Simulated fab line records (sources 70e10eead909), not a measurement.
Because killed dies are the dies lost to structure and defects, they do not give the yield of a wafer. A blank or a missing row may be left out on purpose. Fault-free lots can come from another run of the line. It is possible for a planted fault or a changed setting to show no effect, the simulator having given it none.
fab line records -- flow nand-harc
[record] lots = 11, wafers = 33, last-day = 24
route steps=1159 shown P_CONTACT@242 P_M0@260 END@1159
lots that met no fault: taken from a fault-free run of the same line
start-h: hours from the record's opening day to when the first of the lot's shown wafers began -- wait-h: hours since the lot's step before -- " as in the row above -- L1.1+2: one row covering several wafers at once -- - no value, or no start given -- * or withheld: withheld -- < > ~ a bound
route shown NAME@n: names a module that has steps shown in the file, with the first one's number in the route -- usual: mean/standard deviation taken from wafers without a fault -- same: alike in all rows -- chamber/n: place in a boat -- sites: readings site by site -- _std_site: standard deviation of those values -- _edge_site: mean of outer sites minus mean of inner sites -- radius-mm: how far each site lies from the wafer's centre -- mask NAME#n: copy n -- behind: the tool/chamber that last shaped the wafer -- hold: why the lot was held/for how many hours/how that ended -- device: names the non-switching transistor (n, p or np) -- end of line: the route-end tests of the same wafers -- a step with no rows: only its recipe -- killed: dies lost to structure and defects at the first sort, not the wafer's yield -- map: a wafer's dies, x killed, . not, _ none there
set.NAME: the setting that was run; set.NAME@STEP: the one run at that earlier step -- model.NAME: the simulator's own value behind a step, which no gauge read
the route's steps for a sample of lots (tables are steps, rows are wafers)
services: from which hour (start-h, from the record's first day; less than 0 if before it) a tool's chamber was out of use, for how many hours, and why
[[steps]]
[step NHARC_P_CONTACT_STRIP_28]
[recipe] o2-flow-sccm = 500, ar-flow-sccm = 0, bias-w = 0, chemistry = O2
[usual] drypump-motor-current-A = 5.8/0.66, mfc-ar-sccm = 0.008/0.012, oes-product-au = 0.999/0.0067, rf-vpp-V = 58.1/0.9, showerhead-plenum-p-Torr = 3.63/0.14, throttle-valve-pct = 17.036/0.0082
lot.wafer,tool,chamber,start-h,wait-h,drypump-motor-current-A,mfc-ar-sccm,oes-product-au,rf-hours-counter-h,rf-vpp-V,showerhead-plenum-p-Torr,throttle-valve-pct
L659.4,rie-diel-12,0,110.30,0.1,6.8,0.023,0.990,8,58.6,3.74,17.025
L659.5,rie-diel-12,3,110.30,0.1,5.4,0.028,1.004,-,58.6,3.41,17.033
L659.6,rie-diel-12,0,110.30,0.1,6.7,0.023,0.993,-,59.2,3.74,17.051
L660.4,rie-diel-12,3,118.97,0.1,5.3,0.028,1.005,9,55.7,3.41,17.040
L660.6,rie-diel-12,1,118.97,0.1,6.6,0,1.005,-,58.7,3.78,17.044
L660.5,rie-diel-12,2,118.97,0.1,5.0,0,1.000,-,58.6,3.72,17.042
L662.1,rie-diel-12,2,131.26,0.1,5.0,0,1.001,9,58.7,3.72,17.033
L662.2,rie-diel-12,0,131.26,0.1,6.7,0.023,0.995,10,57.8,3.74,17.051
L662.6,rie-diel-12,1,131.26,0.1,6.6,0,0.994,-,58.1,3.78,17.035
L663.2,rie-diel-13,1,136.91,0.1,5.6,0,0.999,4,57.1,3.45,17.024
L663.1,rie-diel-13,2,136.91,0.1,5.7,0.007,1.007,4,58.3,3.61,17.049
L663.5,rie-diel-13,1,136.91,0.1,5.7,0,0.998,-,57.2,3.45,17.037
L668.2,rie-diel-12,2,167.03,0.1,5.0,0,1.002,13,58.9,3.72,17.025
L668.1,rie-diel-12,3,167.03,0.1,5.3,0.028,1.004,14,58.9,3.41,17.029
L668.5,rie-diel-12,1,167.03,0.1,6.6,0,0.994,-,57.6,3.78,17.032
L666.2,rie-diel-12,2,168.02,0.1,5.0,0,0.996,13,56.8,3.72,17.034
L666.4,rie-diel-12,1,168.02,0.1,6.6,0,0.999,13,58.9,3.78,17.032
L666.6,rie-diel-12,3,168.02,0.1,5.3,0.028,0.996,-,57.0,3.41,17.046
L675.3,rie-diel-13,3,208.47,0.1,6.1,0,0.984,11,58.7,3.62,17.036
L675.1,rie-diel-13,0,208.47,0.1,5.7,0,1.006,11,58.6,3.53,17.034
L675.6,rie-diel-13,3,208.47,0.1,6.1,0,1.001,-,58.9,3.62,17.029
L677.4,rie-diel-12,0,216.89,0.1,6.7,0.023,1.011,1,57.8,3.74,17.045
L677.3,rie-diel-12,2,216.89,0.1,5.0,0,1.001,0,59.1,3.72,17.033
L677.2,rie-diel-12,3,216.89,0.1,5.3,0.028,0.996,1,57.2,3.41,17.040
L678.1,rie-diel-12,1,224.65,0.1,6.6,0,0.999,1,58.1,3.78,17.045
L678.3,rie-diel-12,2,224.65,0.1,5.0,0,0.996,1,57.4,3.72,17.041
L678.6,rie-diel-12,1,224.65,0.1,6.6,0,0.997,-,58.5,3.78,17.022
L679.1,rie-diel-12,1,234.18,0.1,6.6,0,1.001,2,59.2,3.78,17.031
L679.3,rie-diel-12,2,234.18,0.1,5.0,0,0.997,2,58.4,3.72,17.039
L679.4,rie-diel-12,0,234.18,0.1,6.8,0.023,1.000,2,57.8,3.74,17.027
L682.2,rie-diel-13,3,242.97,0.1,6.1,0,0.991,15,57.7,3.61,17.036
L682.4,rie-diel-13,0,242.97,0.1,5.8,0,0.992,15,58.3,3.52,17.038
L682.5,rie-diel-13,1,242.97,0.1,5.6,0,0.999,-,57.7,3.44,17.028
[step NHARC_P_CONTACT_PVD_32]
[recipe] target-thk-a = 50, chamber-pressure-pa = 5, power-w = 5000, substrate-temp-c = 200, time-s = 17.7, material = Ti
[usual] substrate-temp-c = 200.02/0.15, throttle-valve-pct = 30.3/1.1
lot.wafer,tool,chamber,start-h,wait-h,substrate-temp-c,throttle-valve-pct
L659.4,pvd-sputter-02,-,-,-,200.14,28.7
L659.6,pvd-sputter-02,-,-,-,199.83,30.4
L659.5,pvd-sputter-02,-,-,-,200.14,28.6
L660.4,pvd-sputter-02,-,-,-,199.95,30.8
L660.5,pvd-sputter-02,-,-,-,199.87,30.6
L660.6,pvd-sputter-02,-,-,-,200.35,28.5
L662.1,pvd-sputter-02,-,-,-,199.90,31.5
L662.2,pvd-sputter-02,-,-,-,200.01,30.6
L662.6,pvd-sputter-02,-,-,-,200.11,30.8
L663.2,pvd-sputter-03,-,-,-,200.33,31.4
L663.1,pvd-sputter-03,-,-,-,200.01,29.1
L663.5,pvd-sputter-03,-,-,-,199.77,31.3
L668.1,pvd-sputter-02,-,-,-,199.95,30.6
L668.2,pvd-sputter-02,-,-,-,200.14,31.3
L668.5,pvd-sputter-02,-,-,-,200.15,28.5
L666.2,pvd-sputter-03,-,-,-,200.08,29.2
L666.4,pvd-sputter-03,-,-,-,200.01,31.3
L666.6,pvd-sputter-03,-,-,-,200.00,31.5
L675.3,pvd-sputter-03,-,-,-,200.06,30.4
L675.1,pvd-sputter-03,-,-,-,200.20,29.1
L675.6,pvd-sputter-03,-,-,-,200.26,29.2
L677.3,pvd-sputter-03,-,-,-,200.11,31.5
L677.2,pvd-sputter-03,-,-,-,199.84,30.3
L677.4,pvd-sputter-03,-,-,-,199.94,31.6
L678.1,pvd-sputter-01,-,-,-,200.08,28.1
L678.3,pvd-sputter-01,-,-,-,199.90,29.9
L678.6,pvd-sputter-01,-,-,-,199.94,30.2
L679.1,pvd-sputter-01,-,-,-,199.88,30.2
L679.4,pvd-sputter-01,-,-,-,200.06,30.1
L679.3,pvd-sputter-01,-,-,-,199.80,31.7
L682.4,pvd-sputter-02,-,-,-,200.05,30.9
L682.2,pvd-sputter-02,-,-,-,200.09,31.3
L682.5,pvd-sputter-02,-,-,-,200.08,30.8
[step NHARC_P_M0_EXPOSE_06]
[recipe] na = 1.35, target-cd-nm = 90, dose-mj = 81.28, mask-id = P_M0
[usual] exposure-dose-mJ-cm2 = 81.28/0.075
lot.wafer,tool,chamber,start-h,wait-h,mask,exposure-dose-mJ-cm2
L659.4,arfi-scanner-03,0,116.03,-,P_M0#0,81.40
L659.5,arfi-scanner-03,0,116.03,-,P_M0#0,81.28
L659.6,arfi-scanner-03,0,116.03,-,P_M0#0,81.32
L660.4,arfi-scanner-02,0,130.84,-,P_M0#0,81.33
L660.5,arfi-scanner-02,0,130.84,-,P_M0#0,81.33
L660.6,arfi-scanner-02,0,130.84,-,P_M0#0,81.23
L662.1,arfi-scanner-01,0,134.47,-,P_M0#0,81.26
L662.2,arfi-scanner-01,0,134.47,-,P_M0#0,81.38
L662.6,arfi-scanner-01,0,134.47,-,P_M0#0,81.41
L663.1,arfi-scanner-02,0,145.09,-,P_M0#0,81.30
L663.2,arfi-scanner-02,0,145.09,-,P_M0#0,81.34
L663.5,arfi-scanner-02,0,145.09,-,P_M0#0,81.39
L668.1,arfi-scanner-02,0,169.82,-,P_M0#0,91.64
L668.2,arfi-scanner-02,0,169.82,-,P_M0#0,91.56
L668.5,arfi-scanner-02,0,169.82,-,P_M0#0,91.63
L666.2,arfi-scanner-02,0,170.80,-,P_M0#0,89.50
L666.4,arfi-scanner-02,0,170.80,-,P_M0#0,89.42
L666.6,arfi-scanner-02,0,170.80,-,P_M0#0,89.47
L675.1,arfi-scanner-01,0,214.31,-,P_M0#0,81.29
L675.3,arfi-scanner-01,0,214.31,-,P_M0#0,81.32
L675.6,arfi-scanner-01,0,214.31,-,P_M0#0,81.17
L677.2,arfi-scanner-03,0,219.80,-,P_M0#0,81.16
L677.3,arfi-scanner-03,0,219.80,-,P_M0#0,81.12
L677.4,arfi-scanner-03,0,219.80,-,P_M0#0,81.26
L678.1,arfi-scanner-03,0,227.44,-,P_M0#0,81.37
L678.3,arfi-scanner-03,0,227.44,-,P_M0#0,81.26
L678.6,arfi-scanner-03,0,227.44,-,P_M0#0,81.36
L679.1,arfi-scanner-01,0,239.67,-,P_M0#0,81.16
L679.3,arfi-scanner-01,0,239.67,-,P_M0#0,81.26
L679.4,arfi-scanner-01,0,239.67,-,P_M0#0,81.16
L682.2,arfi-scanner-03,0,247.63,-,P_M0#0,81.21
L682.4,arfi-scanner-03,0,247.63,-,P_M0#0,81.24
L682.5,arfi-scanner-03,0,247.63,-,P_M0#0,81.25
[step NHARC_P_M0_CD_MEAS_09]
[recipe] target-cd-nm = 90, landing-energy-ev = 500
[usual] cd-nm = 90.2/0.49
lot.wafer,tool,chamber,start-h,wait-h,cd-nm
L659.4,cd-sem-03,0,116.17,-,89.5
L659.5,cd-sem-03,0,116.17,-,89.9
L659.6,cd-sem-03,0,116.17,-,90.1
L660.4,cd-sem-01,0,130.97,-,90.3
L660.5,cd-sem-01,0,130.97,-,89.8
L660.6,cd-sem-01,0,130.97,-,89.9
L662.1,cd-sem-03,0,134.61,-,90.0
L662.2,cd-sem-03,0,134.61,-,90.4
L662.6,cd-sem-03,0,134.61,-,90.1
L663.1,cd-sem-01,0,145.23,-,89.9
L663.2,cd-sem-01,0,145.23,-,89.3
L663.5,cd-sem-01,0,145.23,-,89.7
L668.1,cd-sem-01,0,169.96,-,97.6
L668.2,cd-sem-01,0,169.96,-,97.5
L668.5,cd-sem-01,0,169.96,-,98.1
L666.2,cd-sem-01,0,170.94,-,95.8
L666.4,cd-sem-01,0,170.94,-,96.1
L666.6,cd-sem-01,0,170.94,-,96.0
L675.1,cd-sem-02,0,214.44,-,91.2
L675.3,cd-sem-02,0,214.44,-,90.2
L675.6,cd-sem-02,0,214.44,-,90.5
L677.2,cd-sem-03,0,219.94,-,90.5
L677.3,cd-sem-03,0,219.94,-,90.1
L677.4,cd-sem-03,0,219.94,-,89.7
L678.1,cd-sem-03,0,227.58,-,89.8
L678.3,cd-sem-03,0,227.58,-,89.3
L678.6,cd-sem-03,0,227.58,-,89.8
L679.1,cd-sem-03,0,239.81,-,89.7
L679.3,cd-sem-03,0,239.81,-,90.2
L679.4,cd-sem-03,0,239.81,-,90.4
L682.2,cd-sem-02,0,247.77,-,90.1
L682.4,cd-sem-02,0,247.77,-,90.6
L682.5,cd-sem-02,0,247.77,-,90.6
[step NHARC_P_M0_OVL_MEAS_10]
[recipe] pitch-nm = 180
[usual] overlay-x-nm = -0.1/0.71, overlay-y-nm = 0.1/0.77
lot.wafer,tool,chamber,start-h,wait-h,overlay-x-nm,overlay-y-nm
L659.4,overlay-01,-,116.25,-,0.3,0.3
L659.5,overlay-01,-,116.25,-,-0.6,0.6
L659.6,overlay-01,-,116.25,-,-0.1,0.0
L660.4,overlay-02,-,131.06,-,-1.0,0.7
L660.5,overlay-02,-,131.06,-,-0.6,0.3
L660.6,overlay-02,-,131.06,-,-0.2,0.4
L662.1,overlay-02,-,134.70,-,0.6,0.4
L662.2,overlay-02,-,134.70,-,0.5,0.7
L662.6,overlay-02,-,134.70,-,0.6,1.5
L663.1,overlay-02,-,145.32,-,-1.4,0.4
L663.2,overlay-02,-,145.32,-,-1.0,0.2
L663.5,overlay-02,-,145.32,-,-1.1,0.4
L668.1,overlay-01,-,170.05,-,-0.5,-0.7
L668.2,overlay-01,-,170.05,-,0.0,-1.0
L668.5,overlay-01,-,170.05,-,-0.6,-0.3
L666.2,overlay-02,-,171.03,-,0.3,-0.2
L666.4,overlay-02,-,171.03,-,0.8,-0.6
L666.6,overlay-02,-,171.03,-,0.2,-0.1
L675.1,overlay-01,-,214.53,-,0.7,-1.5
L675.3,overlay-01,-,214.53,-,0.5,-1.3
L675.6,overlay-01,-,214.53,-,0.6,-1.6
L677.2,overlay-02,-,220.02,-,-0.8,0.2
L677.3,overlay-02,-,220.02,-,-1.0,0.4
L677.4,overlay-02,-,220.02,-,-0.3,0.4
L678.1,overlay-01,-,227.67,-,-0.5,0.2
L678.3,overlay-01,-,227.67,-,-0.9,-0.1
L678.6,overlay-01,-,227.67,-,-0.6,0.0
L679.1,overlay-02,-,239.90,-,0.2,-1.2
L679.3,overlay-02,-,239.90,-,0.0,-0.8
L679.4,overlay-02,-,239.90,-,0.1,-0.6
L682.2,overlay-01,-,247.85,-,1.0,0.6
L682.4,overlay-01,-,247.85,-,1.1,0.5
L682.5,overlay-01,-,247.85,-,1.2,0.3
[step NHARC_END_SORT_01]
[recipe] temp-c = 25
[usual] defect-limited-yield = 95.5/1.6, killed-at-array = 27/11, killed-at-other = 0.8/1.1, killed-at-periphery = 2.8/1.9, killed-dies = 30/11, killed-open = 3.3/1.8, killed-short = 2.3/1.5, sort_bin_2_pct = 1.4/0.68, sort_bin_3_pct = 0.27/0.22, sort_bin_4_pct = 2.8/0.99, sort-n-pass = 647/11, sort-rim-yield-pct = 94.3/2.9, sort-yield-pct = 95.5/1.6
[same] gross-dies = 677, sort_bin_5_pct[%] = 0, sort_bin_6_pct[%] = 0, sort_bin_7_pct[%] = 0, sort_bin_8_pct[%] = 0, sort-rim-n-gross = 106.00
lot.wafer,tool,chamber,start-h,wait-h,defect-limited-yield[%],killed-at-array,killed-at-other,killed-at-periphery,killed-dies,killed-open,killed-short,sort_bin_2_pct[%],sort_bin_3_pct[%],sort_bin_4_pct[%],sort-n-pass,sort-rim-yield-pct[%],sort-yield-pct[%]
L666.2,prober-01,0,482.54,2.8,97.5,15,0,2,17,4,2,0.4,0.15,1.9,660,96.2,97.5
L666.4,prober-01,0,484.14,3.4,97.0,19,0,1,20,4,3,1.6,0,1.3,657,97.2,97.0
L666.6,prober-01,0,485.74,4.0,98.1,9,2,2,13,3,2,0.6,0.15,1.2,664,98.1,98.1
L668.2,prober-01,0,490.52,2.8,96.5,23,0,1,24,4,3,1.2,0.30,2.1,653,99.1,96.5
L668.5,prober-01,0,492.90,3.7,97.2,13,1,5,19,3,3,0.9,0.59,1.3,658,93.4,97.2
L675.1,prober-02,0,547.87,2.5,94.2,38,0,1,39,0,1,2.1,0.74,3.0,638,94.3,94.2
L675.3,prober-02,0,549.47,3.1,94.7,33,1,2,36,6,2,1.0,0.15,4.1,641,86.8,94.7
L675.6,prober-02,0,551.88,4.0,94.5,35,1,1,37,1,3,2.2,0.59,2.7,640,89.6,94.5
// killed by level:class
L666.2 A_STAIRCASE:chamber-film-flake=5 A_CHANNEL_FILL_D1:chamber-film-flake=3 A_CONTACT:geometric-particle:open=2 P_GATE:geometric-particle:open=1 P_M1:geometric-particle:open=1 A_ONON_D1:geometric-particle:short=1 A_CHANNEL_HOLE_D1:geometric-particle:short=1 A_CHANNEL_HOLE_D1:chamber-film-flake=1
L666.4 A_CHANNEL_HOLE_D1:chamber-film-flake=7 A_STAIRCASE:chamber-film-flake=3 A_CHANNEL_FILL_D1:geometric-particle:short=2 A_M0:geometric-particle:open=2 A_CHANNEL_FILL_D1:geometric-particle:open=1 A_SGD_CUT:geometric-particle:short=1 A_WL_FILL:geometric-particle:open=1 P_STI:chamber-film-flake=1
L666.6 A_CONTACT:chamber-film-flake=2 P_STI:geometric-particle:open=1 A_ONON_D1:geometric-particle:open=1 A_CONTACT:geometric-particle:open=1 A_BLC:geometric-particle:short=1 P_STI:chamber-film-flake=1 STARTING-WAFER:geometric-particle:short=1 A_CHANNEL_HOLE_D1:chamber-film-flake=1
L668.2 A_SLIT:chamber-film-flake=12 A_CONTACT:geometric-particle:open=2 A_STAIRCASE:chamber-film-flake=2 A_CONTACT:chamber-film-flake=2 A_ONON_D1:geometric-particle:short=1 A_SGD_CUT:geometric-particle:open=1 A_WL_FILL:geometric-particle:short=1 A_M0:geometric-particle:open=1
L668.5 A_SLIT:chamber-film-flake=5 A_CHANNEL_HOLE_D1:chamber-film-flake=2 P_M0:area-expose=2 P_GATE:geometric-particle:open=1 P_M1:geometric-particle:short=1 A_ONON_D1:geometric-particle:open=1 A_ONON_D1:geometric-particle:short=1 A_CHANNEL_FILL_D1:geometric-particle:short=1
L675.1 A_CHANNEL_HOLE_D1:chamber-film-flake=21 A_SLIT:chamber-film-flake=8 A_CONTACT:chamber-film-flake=6 A_STAIRCASE:chamber-film-flake=2 P_GATE:geometric-particle:short=1 A_ZERO_WELL:chamber-film-flake=1
L675.3 A_CHANNEL_HOLE_D1:chamber-film-flake=11 A_SLIT:chamber-film-flake=8 A_CONTACT:chamber-film-flake=5 A_STAIRCASE:chamber-film-flake=2 P_GATE:geometric-particle:open=1 P_CONTACT:geometric-particle:open=1 A_ONON_D1:geometric-particle:open=1 A_ONON_D1:geometric-particle:short=1
L675.6 A_CHANNEL_HOLE_D1:chamber-film-flake=13 A_SLIT:chamber-film-flake=9 A_CONTACT:chamber-film-flake=6 A_STAIRCASE:chamber-film-flake=5 P_GATE:geometric-particle:short=1 A_CONTACT:geometric-particle:short=1 A_BLC:geometric-particle:open=1 STARTING-WAFER:geometric-particle:short=1
[[services]]
tool,chamber,start-h,hours,kind
rie-diel-13,-,99.00,9.0,pm
pvd-sputter-03,-,102.00,10.0,pm
rie-diel-12,0,107.90,-,clean
rie-diel-12,1,107.90,-,clean
rie-diel-12,2,107.90,-,clean
rie-diel-12,3,107.90,-,clean
arfi-scanner-02,-,117.65,4.9,repair
arfi-scanner-01,-,125.58,7.2,repair
rie-diel-12,0,132.59,-,clean
rie-diel-12,1,132.59,-,clean
rie-diel-12,2,132.59,-,clean
rie-diel-13,3,139.33,1.2,repair
arfi-scanner-03,-,140.00,4.0,pm
pvd-sputter-01,-,158.00,10.0,pm
arfi-scanner-02,-,171.84,9.9,repair
arfi-scanner-01,-,196.91,4.0,pm
rie-diel-12,2,197.12,15.8,repair
rie-diel-12,-,202.40,9.0,pm
rie-diel-13,2,210.31,4.6,repair
arfi-scanner-03,-,212.28,0.8,repair
pvd-sputter-02,-,214.00,10.0,pm
pvd-sputter-03,-,221.53,4.7,repair
pvd-sputter-03,-,237.53,4.9,repair
arfi-scanner-02,-,246.17,3.3,repair
[[key]]
[first-sign] step = NHARC_P_M0_EXPOSE_06, reading = exposure-dose-mJ-cm2, direction = up, sigmas = 99+, usual = 81.28, struck = 90.54
[effect] step = NHARC_P_M0_CD_MEAS_09, reading = cd-nm, direction = up, sigmas = 14, usual = 90.2, struck = 96.9, through = control-loop
met-at NHARC_P_M0_EXPOSE_06
struck-lots L666,L668
[loop-trim] step = NHARC_P_M0_EXPOSE_06, setting = dose, lots = L666
not-acting-at NHARC_P_CONTACT_STRIP_28,NHARC_P_CONTACT_PVD_32,NHARC_P_M0_OVL_MEAS_10
onset-between 145.09 169.82
[fault] kind = process-parameter-drift, tool = arfi-scanner-02, chamber = -, onset-h = 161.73, steps = NHARC_P_M0_EXPOSE_06, channel = dose-mj, offset = 10.287, shape = step, acts-in = these-recipes-only, stated = 81.28
// loop-trim: a control loop set the setting to another value than it would have without faults
